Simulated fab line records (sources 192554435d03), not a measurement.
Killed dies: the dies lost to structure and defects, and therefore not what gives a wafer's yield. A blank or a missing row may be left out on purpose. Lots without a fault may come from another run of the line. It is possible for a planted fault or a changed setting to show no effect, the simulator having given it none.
fab line records | flow n5Finfet
record: lots: 6 wafers: 16 lastDay: 16
route steps=1938 shown BEOL_M7@1288 PASSIVATION@1936
lots untouched by any fault: they come from a run of this same line in which no faults occurred
startH: the number of hours between the record's first day and the start of the first shown wafer of the lot | waitH: hours since the lot's step before | " same as the row above | L1.1+2: a row that stands for several wafers | - either no value or no given start | * or withheld: withheld | < > ~ a bound
route shown NAME@n: a module of which the file shows steps, and the number in the route of the first | usual: mean/standard deviation of fault-free wafers | same: alike in all rows | chamber/n: place in a boat | sites: per-site readings | _std_site: how widely they spread, as a standard deviation | _edge_site: inner sites' mean taken away from outer sites' mean | radiusMm: for every site, how far away it sits from the centre of the wafer | mask NAME#n: copy n | behind: the tool/chamber that last shaped the wafer | hold: why the lot went on hold/how many hours it stayed there/how the hold came to an end | device: names the non-switching transistor (n, p or np) | end of line: tests run on the same wafers once the route is complete | for a step that has no rows: nothing shown but its recipe | killed: the dies lost at the first sort to structure and to defects; this is not the yield of the wafer | map: shows each die of a wafer: x if killed, . if not, _ if none is there
set.NAME: the run value of the setting; set.NAME@STEP: its run value at that earlier step | model.NAME: the simulator's own value behind a step, which no gauge read
a table for each step, a row for each wafer; lots at some steps of the route
services: from which hour (startH, from the record's first day; less than 0 if before it) a tool's chamber was out of use, for how many hours, and why
== steps ==
step: N5_BEOL_M7_COAT_64
recipe: resist: SiARC tempC: 220 timeS: 60 spinRpm: 1500 resistThkNm: 12
step: N5_BEOL_M7_COAT_71
recipe: resist: underlayer tempC: 205 timeS: 60 spinRpm: 1500 resistThkNm: 5
step: N5_BEOL_M7_COAT_22
recipe: resist: CAR-EUV spinRpm: 1500 resistThkNm: 30
step: N5_BEOL_M7_EBR_24
recipe: solvent: PGMEA ebrWidthMm: 1.5
step: N5_BEOL_M7_SOFTBAKE_23
recipe: tempC: 110 timeS: 60 resist: CAR-EUV
step: N5_BEOL_M7_EXPOSE_25
recipe: maskId: V6 na: 0.33 sourceShape: annular sigmaInner: 0.4 sigmaOuter: 0.8 polarization: unpolarized targetCdNm: 40 doseMj: 42.5
step: N5_BEOL_M7_PEB_26
recipe: pebTempC: 100 pebTimeS: 60 resist: CAR-EUV
step: N5_BEOL_M7_DEVELOP_27
recipe: developTimeS: 30 developer: TMAH resist: CAR-EUV rinseLiquid: surfactantRinse dry: airSpin devTempC: 23
step: N5_BEOL_M7_CD_MEAS_28
recipe: targetCdNm: 40 landingEnergyEv: 500 detector: seInlens
usual: cdNm: 39.98/0.24
columns lot.wafer tool chamber startH waitH cdNm
L113.1 cdSem-03 0 213.31 - 40.11
L113.5 " 0 " " 40.41
L113.6 " 0 " " 39.88
L114.3 cdSem-03 0 237.01 - 39.92
L114.4 " 0 " " 40.00
L114.6 " 0 " " 39.77
L121.2 cdSem-01 0 269.92 - 39.60
L121.3 " 0 " " 39.90
L121.4 " 0 " " 39.65
L120.1 cdSem-01 0 272.56 - 39.96
L120.6 " 0 " " 39.99
L122.1 cdSem-02 0 279.00 - 39.74
L122.5 " 0 " " 39.93
L129.1 cdSem-01 0 308.32 - 39.65
L129.5 " 0 " " 40.36
L129.6 " 0 " " 39.95
step: N5_BEOL_M7_OVL_MEAS_29
recipe: pointsPerWafer: 522
usual: V6_OVL: -0.1/0.74
columns lot.wafer tool chamber startH waitH V6_OVL[nm]
L113.1 overlay-02 0 213.34 0.0 -0.9
L113.5 " 0 " " -0.6
L113.6 " 0 " " -0.5
L114.3 overlay-01 0 237.05 0.0 0.6
L114.4 " 0 " " 0.6
L114.6 " 0 " " 0.6
L121.2 overlay-01 0 269.95 0.0 0.0
L121.3 " 0 " " 0.3
L121.4 " 0 " " 0.3
L120.1 overlay-02 0 272.59 0.0 -1.6
L120.6 " 0 " " -1.1
L122.1 overlay-01 0 279.03 0.0 -0.2
L122.5 " 0 " " 1.4
L129.1 overlay-01 0 308.35 0.0 0.6
L129.5 " 0 " " 0.8
L129.6 " 0 " " 0.8
step: N5_BEOL_M7_INSPECT_30
recipe: mode: adi inspectInstrument: brightfield
usual: rawDefectCount: 398/94
columns lot.wafer tool chamber startH waitH rawDefectCount
L113.1 defectInspect-02 - 213.40 0.1 408
L113.5 " - " " 370
L113.6 " - " " 498
L114.3 defectInspect-02 - 237.10 0.0 401
L114.4 " - " " 299
L114.6 " - " " 435
L121.2 defectInspect-02 - 270.01 0.0 294
L121.3 " - " " 316
L121.4 " - " " 363
L120.1 defectInspect-01 - 272.65 0.1 372
L120.6 " - " " 341
L122.1 defectInspect-01 - 279.09 0.1 256
L122.5 " - " " 313
L129.1 defectInspect-01 - 308.40 0.1 423
L129.5 " - " " 376
L129.6 " - " " 415
step: N5_BEOL_M7_DESCUM_33
recipe: chemistry: O2 timeS: 7 sourcePowerW: 50 biasPowerW: 20 pressureMtorr: 20 rfFrequencyHz: 2.712e+07 tempC: 40 resist: CAR-EUV o2FlowSccm: 225
usual: drypumpMotorCurrentA: 5.5/0.51 oesProductAu: 0.76/0.067 rfVppV: 242.8/1.6 showerheadPlenumPTorr: 2.07/0.092 throttleValvePct: 20.34/0.17
columns lot.wafer tool chamber startH waitH drypumpMotorCurrentA oesProductAu rfHoursCounterH rfVppV showerheadPlenumPTorr throttleValvePct
L113.1 rieDiel-02 1 214.09 0.7 6.3 0.77 159 241.1 2.00 20.25
L113.5 " 3 " " 5.9 0.76 - 242.8 2.10 20.39
L113.6 " 2 " " 5.1 0.75 - 240.7 1.99 20.29
L114.3 rieDiel-01 1 237.25 0.2 4.7 0.70 - 244.4 2.16 20.63
L114.4 " 0 " " 5.4 0.77 - 240.2 1.93 20.26
L114.6 " 1 " " 4.7 0.70 - 243.6 2.16 20.66
L121.2 rieDiel-02 1 270.32 0.3 6.3 0.75 175 242.5 2.00 20.27
L121.3 " 2 " " 5.1 0.73 186 242.4 1.98 20.32
L121.4 " 3 " " 5.9 0.75 167 244.4 2.09 20.41
L120.1 rieDiel-01 2 272.68 0.0 6.3 0.71 189 243.0 2.08 20.37
L120.6 " 2 " " 6.3 0.70 - 245.5 2.08 20.35
L122.1 rieDiel-01 3 279.13 0.0 5.7 0.99 5 242.6 2.05 20.07
L122.5 " 3 " " 5.7 0.99 - 242.4 2.05 20.06
L129.1 rieDiel-06 3 308.58 0.2 5.5 0.94 10 245.3 2.23 20.04
L129.5 " 0 " " 5.5 0.70 - 244.9 2.07 20.75
L129.6 " 1 " " 5.0 0.73 - 241.8 2.00 20.52
step: N5_BEOL_M7_ETCH_72
recipe: chemistry: N2/H2 target: underlayer targetDepthA: 65 maskMaterial: CAR-EUV timeS: 5.2 ionEnergyEv: 200 pressureMtorr: 30 sourceW: 840 biasW: 150 n2FlowSccm: 200 h2FlowSccm: 200 ends: cleared
usual: drypumpMotorCurrentA: 5.5/0.51 etchRfOnTimeS: 5.19/0.073 oesProductAu: 0.65/0.058 rfVppV: 523/3.4 showerheadPlenumPTorr: 2.51/0.11 throttleValvePct: 17.80/0.16
columns lot.wafer tool chamber startH waitH drypumpMotorCurrentA etchRfOnTimeS oesProductAu rfHoursCounterH rfVppV showerheadPlenumPTorr throttleValvePct
L113.1 rieDiel-02 1 214.13 0.0 6.3 5.10 0.67 159 522 2.44 17.77
L113.5 " 3 " " 5.9 5.05 0.67 - 523 2.54 17.77
L113.6 " 2 " " 5.1 5.11 0.64 - 520 2.43 17.83
L114.3 rieDiel-01 1 237.29 0.0 4.7 5.30 0.59 - 526 2.62 18.07
L114.4 " 0 " " 5.4 5.15 0.67 - 516 2.34 17.67
L114.6 " 1 " " 4.7 5.24 0.60 - 524 2.62 18.07
L121.2 rieDiel-02 1 270.36 0.0 6.3 5.19 0.65 175 520 2.43 17.76
L121.3 " 2 " " 5.1 5.25 0.62 186 521 2.42 17.84
L121.4 " 3 " " 5.9 5.17 0.65 167 525 2.53 17.80
L120.1 rieDiel-01 2 272.72 0.0 6.3 5.21 0.61 189 524 2.52 17.72
L120.6 " 2 " " 6.3 3.83 0.72 - 521 2.52 17.79
L122.1 rieDiel-01 3 279.16 0.0 5.7 5.09 0.85 5 522 2.51 17.64
L122.5 " 3 " " 5.7 3.65 1.02 - 523 2.51 17.67
L129.1 rieDiel-06 3 308.61 0.0 5.6 5.06 0.81 10 530 2.71 17.57
L129.5 " 0 " " 5.6 5.27 0.59 - 521 2.52 18.30
L129.6 " 1 " " 5.0 5.08 0.63 - 518 2.43 17.90
step: N5_BEOL_M7_ETCH_65
recipe: chemistry: CF4 target: SiARC targetDepthA: 156 maskMaterial: CAR-EUV timeS: 26 ionEnergyEv: 80 pressureMtorr: 40 sourceW: 545 biasW: 36 Ar_flow_sccm: 100 cf4FlowSccm: 100 ends: cleared
usual: drypumpMotorCurrentA: 5.5/0.52 etchRfOnTimeS: 26.0/0.32 oesProductAu: 0.65/0.058 rfVppV: 183.7/1.3 showerheadPlenumPTorr: 2.12/0.086 throttleValvePct: 15.55/0.2
columns lot.wafer tool chamber startH waitH drypumpMotorCurrentA etchRfOnTimeS oesProductAu rfHoursCounterH rfVppV showerheadPlenumPTorr throttleValvePct
L113.1 rieDiel-02 1 214.14 0.0 6.3 25.7 0.65 159 182.8 2.05 15.43
L113.5 " 3 " " 5.9 25.9 0.65 - 183.8 2.15 15.61
L113.6 " 2 " " 5.1 26.0 0.63 - 182.1 2.06 15.59
L114.3 rieDiel-01 1 237.32 0.0 4.7 25.9 0.59 - 184.3 2.21 15.91
L114.4 " 0 " " 5.4 25.2 0.67 - 182.1 1.99 15.43
L114.6 " 1 " " 4.7 25.8 0.60 - 185.1 2.21 15.88
L121.2 rieDiel-02 1 270.38 0.0 6.3 25.7 0.65 175 182.8 2.04 15.47
L121.3 " 2 " " 5.1 26.3 0.61 186 183.2 2.05 15.62
L121.4 " 3 " " 5.9 25.9 0.64 167 184.9 2.14 15.65
L120.1 rieDiel-01 2 272.74 0.0 6.3 26.3 0.60 189 183.5 2.12 15.54
L120.6 " 2 " " 6.3 26.4 0.60 - 184.0 2.12 15.54
L122.1 rieDiel-01 3 279.18 0.0 5.7 25.5 0.84 5 184.9 2.12 15.29
L122.5 " 3 " " 5.7 25.5 0.84 - 183.8 2.12 15.28
L129.1 rieDiel-06 3 308.63 0.0 5.6 26.0 0.80 10 185.9 2.27 15.14
L129.5 " 0 " " 5.5 27.0 0.59 - 184.1 2.13 16.01
L129.6 " 1 " " 4.9 26.1 0.63 - 183.5 2.05 15.74
step: N5_PASSIVATION_PROBE_49
usual: defectLimitedYield: 91.2/1.4 killed_at_M0_to_M3: 35/11 killed_at_M4_up: 12/4.2 killedAtContacts: 13/5.6 killedAtFrontEnd: 40/12 killedAtOther: 3.3/2.6 killedDies: 103/17 killedOnRim: 14/4.5 killedOpen: 68/12 killedShort: 34/7.6 sort_bin_5_function: 5.1/0.95 sort_bin_6_memory: 3.3/0.68 sortNPass: 1077/17 sortYieldPct: 91.2/1.4
same: grossDies: 1180 killedAtBackSide: 0 sort_bin_4_leakage[%]: 0 sort_bin_8_speed[%]: 0
columns lot.wafer tool chamber startH waitH defectLimitedYield[%] killed_at_M0_to_M3 killed_at_M4_up killedAtContacts killedAtFrontEnd killedAtOther killedDies killedOnRim killedOpen killedShort sort_bin_5_function[%] sort_bin_6_memory[%] sortNPass sortYieldPct[%]
L113.1 prober-01 - 298.10 0.0 90.9 43 16 17 31 0 107 17 67 40 4.2 4.6 1073 90.9
L113.5 prober-01 - 298.30 0.2 92.0 39 15 12 26 2 94 13 59 34 4.8 2.8 1086 92.0
L113.6 prober-01 - 298.35 0.3 91.5 28 15 22 28 7 100 18 68 29 5.3 2.8 1080 91.5
L114.3 prober-02 - 318.83 0.1 90.4 41 11 14 47 0 113 15 74 36 4.8 4.0 1067 90.4
L114.4 prober-02 - 318.88 0.2 91.8 32 5 12 41 7 97 9 61 36 4.7 3.0 1083 91.8
L114.6 prober-02 - 318.98 0.3 92.3 25 16 21 24 5 91 6 60 29 4.4 3.0 1089 92.3
L121.2 prober-02 - 339.96 0.1 90.1 46 16 8 45 2 117 18 77 36 5.2 3.7 1063 90.1
L121.3 prober-02 - 340.01 0.1 90.7 32 18 12 45 3 110 13 61 44 5.7 3.0 1070 90.7
L121.4 prober-02 - 340.06 0.2 90.9 44 10 18 30 5 107 6 67 39 5.3 3.3 1073 90.9
L120.1 prober-01 - 351.10 0.0 92.0 23 12 2 51 6 94 13 62 32 5.2 2.5 1086 92.0
L120.6 prober-01 - 351.35 0.3 89.8 35 13 5 57 10 120 13 78 42 6.2 3.6 1060 89.8
L122.1 prober-01 - 351.40 0.3 87.9 53 17 21 45 7 143 19 91 51 7.5 4.3 1037 87.9
L122.5 prober-01 - 351.60 0.5 93.0 33 11 13 25 1 83 8 55 27 3.9 2.9 1097 93.0
L129.1 prober-02 - 382.98 0.0 91.2 52 6 11 28 7 104 15 75 27 5.5 2.9 1076 91.2
L129.5 prober-02 - 383.18 0.2 91.5 41 15 18 20 6 100 14 66 34 4.8 3.2 1080 91.5
L129.6 prober-02 - 383.23 0.3 89.8 52 9 14 39 6 120 16 73 44 6.9 3.0 1060 89.8
killed by level:class
L113.1 MOL_CONTACT_COAG:geometricParticle:open=11 BEOL_M0_SAQP:geometricParticle:short=10 BEOL_M2:geometricParticle:open=10 BEOL_M3:geometricParticle:open=10 BEOL_M1:geometricParticle:open=8 BEOL_M4:geometricParticle:open=7 FIN_SAQP:geometricParticle:short=6 MOL_CONTACT_COAG:geometricParticle:short=6
L113.5 BEOL_M0_SAQP:geometricParticle:short=11 STI_FIN_REVEAL:geometricParticle:open=8 MOL_CONTACT_COAG:geometricParticle:open=7 BEOL_M2:geometricParticle:open=7 BEOL_M0_SAQP:geometricParticle:open=6 BEOL_M1:geometricParticle:open=6 FIN_SAQP:geometricParticle:open=5 MOL_CONTACT_COAG:geometricParticle:short=5
L113.6 MOL_CONTACT_COAG:geometricParticle:open=18 BEOL_M0_SAQP:geometricParticle:short=8 FIN_SAQP:geometricParticle:open=7 BEOL_M2:geometricParticle:open=6 BEOL_M4:geometricParticle:short=5 ILD0:geometricParticle:open=4 MOL_CONTACT_COAG:geometricParticle:short=4 BEOL_M3:geometricParticle:open=4
L114.3 MOL_CONTACT_COAG:geometricParticle:open=12 BEOL_M1:geometricParticle:open=10 FIN_SAQP:geometricParticle:short=9 FIN_SAQP:geometricParticle:open=8 STI_FIN_REVEAL:geometricParticle:open=7 BEOL_M3:geometricParticle:open=7 DUMMY_GATE:geometricParticle:open=5 BEOL_M0:geometricParticle:open=5
L114.4 FIN_SAQP:geometricParticle:open=13 MOL_CONTACT_COAG:geometricParticle:open=11 FIN_SAQP:geometricParticle:short=10 BEOL_M0_SAQP:geometricParticle:short=9 BEOL_M1:geometricParticle:open=8 STI_FIN_REVEAL:geometricParticle:open=4 MIM_TOP_ETCH:geometricParticle:open=4 DUMMY_GATE:geometricParticle:open=3
L114.6 MOL_CONTACT_COAG:geometricParticle:open=15 BEOL_M1:geometricParticle:open=11 BEOL_M4:geometricParticle:open=10 MOL_CONTACT_COAG:geometricParticle:short=6 FIN_SAQP:geometricParticle:short=4 BEOL_M0_SAQP:geometricParticle:open=4 BEOL_M0_SAQP:geometricParticle:short=4 BEOL_M1:geometricParticle:short=4
L121.2 STI_FIN_REVEAL:geometricParticle:open=12 BEOL_M2:geometricParticle:open=12 BEOL_M1:geometricParticle:open=9 BEOL_M4:geometricParticle:open=9 MOL_CONTACT_COAG:geometricParticle:open=7 BEOL_M0_SAQP:geometricParticle:short=7 BEOL_M0_SAQP:geometricParticle:open=7 FIN_SAQP:geometricParticle:open=6
L121.3 BEOL_M0_SAQP:geometricParticle:short=10 MOL_CONTACT_COAG:geometricParticle:open=9 STI_FIN_REVEAL:geometricParticle:open=8 ILD0:geometricParticle:short=6 BEOL_M5:geometricParticle:open=6 DUMMY_GATE:geometricParticle:open=5 GATE_CUT:geometricParticle:short=5 BEOL_M0_SAQP:geometricParticle:open=5
L121.4 BEOL_M0_SAQP:geometricParticle:short=20 MOL_CONTACT_COAG:geometricParticle:open=17 BEOL_M0_SAQP:geometricParticle:open=9 BEOL_M3:geometricParticle:open=8 STI_FIN_REVEAL:geometricParticle:open=5 ILD0:geometricParticle:short=5 GATE_CUT:geometricParticle:short=5 DUMMY_GATE:geometricParticle:open=4
L120.1 FIN_SAQP:geometricParticle:open=10 FIN_SAQP:geometricParticle:short=10 BEOL_M0_SAQP:geometricParticle:open=10 GATE_CUT:geometricParticle:short=8 BEOL_M4:geometricParticle:open=8 STI_FIN_REVEAL:geometricParticle:open=6 GATE_CUT:geometricParticle:open=6 MIM_BOT:geometricParticle:short=3
L120.6 FIN_SAQP:geometricParticle:open=15 STI_FIN_REVEAL:geometricParticle:open=13 FIN_SAQP:geometricParticle:short=11 BEOL_M2:geometricParticle:open=10 BEOL_M4:geometricParticle:open=9 BEOL_M1:geometricParticle:open=8 BEOL_M0_SAQP:geometricParticle:short=6 BEOL_M2:geometricParticle:short=6
L122.1 BEOL_M0_SAQP:geometricParticle:short=18 MOL_CONTACT_COAG:geometricParticle:open=16 BEOL_M0_SAQP:geometricParticle:open=16 FIN_SAQP:geometricParticle:open=14 FIN_SAQP:geometricParticle:short=13 BEOL_M4:geometricParticle:open=10 STI_FIN_REVEAL:geometricParticle:open=6 BEOL_M3:geometricParticle:open=6
L122.5 MOL_CONTACT_COAG:geometricParticle:open=10 BEOL_M0_SAQP:geometricParticle:open=10 BEOL_M2:geometricParticle:open=8 BEOL_M0_SAQP:geometricParticle:short=6 BEOL_M4:geometricParticle:open=4 MOL_CONTACT_COAG:geometricParticle:short=3 BEOL_M2:geometricParticle:short=3 BEOL_M5:geometricParticle:open=3
L129.1 BEOL_M3:geometricParticle:open=13 FIN_SAQP:geometricParticle:open=10 BEOL_M0_SAQP:geometricParticle:open=9 BEOL_M0_SAQP:geometricParticle:short=8 BEOL_M0:geometricParticle:open=7 MOL_CONTACT_COAG:geometricParticle:short=6 BEOL_M1:geometricParticle:open=6 STI_FIN_REVEAL:geometricParticle:open=5
L129.5 MOL_CONTACT_COAG:geometricParticle:open=15 BEOL_M0_SAQP:geometricParticle:short=13 BEOL_M0_SAQP:geometricParticle:open=8 BEOL_M2:geometricParticle:open=7 BEOL_M3:geometricParticle:open=7 BEOL_M4:geometricParticle:open=6 FIN_SAQP:geometricParticle:open=4 GATE_CUT:geometricParticle:short=4
L129.6 MOL_CONTACT_COAG:geometricParticle:open=13 BEOL_M0_SAQP:geometricParticle:short=12 STI_FIN_REVEAL:geometricParticle:open=10 BEOL_M0_SAQP:geometricParticle:open=8 BEOL_M3:geometricParticle:open=8 BEOL_M1:geometricParticle:open=6 BEOL_M1:geometricParticle:short=6 SPACER0:geometricParticle:short=5
== services ==
columns tool chamber startH hours kind
rieDiel-01 2 235.65 2.4 repair
rieDiel-01 3 236.99 5.4 repair
rieDiel-01 3 242.70 - clean
rieDiel-01 3 242.70 - consumableReplace:esc
rieDiel-01 3 242.70 - consumableReplace:focusRing
rieDiel-01 3 242.70 18.6 scheduledDown
rieDiel-01 3 242.70 18.6 ventCycle
rieDiel-06 3 247.21 - clean
rieDiel-06 3 247.21 - consumableReplace:focusRing
rieDiel-06 3 247.21 - consumableReplace:showerhead
rieDiel-06 3 247.21 23.3 scheduledDown
rieDiel-06 3 247.21 23.3 ventCycle
rieDiel-01 0 277.94 1.8 repair
rieDiel-01 3 279.67 7.2 repair
rieDiel-02 3 292.71 8.2 repair
== key ==
firstSign: step: N5_BEOL_M7_ETCH_72 reading: etchRfOnTimeS direction: down sigmas: 20 usual: * struck: *
effect: step: N5_BEOL_M7_ETCH_72 reading: oesProductAu direction: up sigmas: 3.8 usual: 0.65 struck: 0.87
metAt N5_BEOL_M7_ETCH_72
struckWafers L120.6,L122.5
onsetBetween 237.29 272.72
fault: kind: processParameterDrift tool: rieDiel-01 chamber: - onsetH: 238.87 steps: N5_BEOL_M7_ETCH_72 channel: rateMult offset: 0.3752 shape: step endH: 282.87 scope: struckWafersOnly
